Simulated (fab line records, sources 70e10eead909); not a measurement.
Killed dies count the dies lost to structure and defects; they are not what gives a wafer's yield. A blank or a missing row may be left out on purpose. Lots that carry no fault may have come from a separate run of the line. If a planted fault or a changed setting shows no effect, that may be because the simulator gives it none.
2 desks, one fault ; flow nand harc ; every desk sees just its own numbers, and what lay behind them comes last

## AT THE METROLOGY DESK
Lot by lot, what the gauges showed, no matter which tool ran the lot: averages of those sampled wafers that carry a number. Any lot whose mean is over 4 standard deviations away from the usual mean is out of limits and marked OUT; that distance is given in the brackets.
Columns: A = cd nm at NHARC_P_CONTACT_CD_MEAS_19, usual 89.9 nm
lot;first seen here;A
L354;day 5 11:58;89.6
L355;day 5 18:55;89.3
L357;day 6 06:29;91.2
L356;day 6 07:04;88.7
L358;day 6 17:08;90.4
L359;day 6 17:41;90.8
L363;day 8 02:02;90.7
L366;day 8 20:46;90.2
L369;day 9 03:25;88.7
L370;day 9 16:19;89.5
L371;day 9 17:59;90.3
L372;day 10 11:12;90.7
L377;day 11 02:31;89.7
This desk's finding: nothing out of limits on any of the 13 lots.

## THE DEFECT DESK
What the inspections along the route counted, lot by lot: means of the sampled wafers that have a number. Any lot whose mean is over 4 standard deviations away from the usual mean is out of limits and marked OUT; that distance is given in the brackets.
Columns: A = raw defect count at NHARC_P_GATE_INSPECT_68, usual 225
lot;first seen here;A
L354;day 5 08:43;318
L355;day 5 16:08;235
L357;day 6 03:48;289
L356;day 6 04:10;120
L358;day 6 14:28;161
L359;day 6 14:59;193
L363;day 7 22:52;664 (+4.4) OUT
L366;day 8 18:13;199
L369;day 9 00:43;737 (+5.1) OUT
L370;day 9 13:47;100
L371;day 9 15:27;288
L372;day 10 08:19;151
L377;day 10 23:34;131
This desk's finding: out of limits on L363, L369; first on L363, day 7 22:52 (raw defect count at NHARC_P_GATE_INSPECT_68). In limits: L354, L355, L357, L356, L358, L359, L366, L370, L371, L372, L377.

## BROUGHT TOGETHER
The defect desk could have raised an alarm at day 7 22:52, on L363, L369.
Nothing out of limits was seen by the metrology desk.
The metrology desk holds a record of L363, L369, inside its limits.
The lots listed all ran NHARC_P_GATE_STRIP_96 on wet bench-02.

## WHAT THE SIMULATOR PUT IN
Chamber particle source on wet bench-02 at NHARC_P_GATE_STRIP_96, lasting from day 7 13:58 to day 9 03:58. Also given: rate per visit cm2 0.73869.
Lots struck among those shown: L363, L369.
Hours from the fault's start to each desk's first reading out of limits: the defect desk, 9.
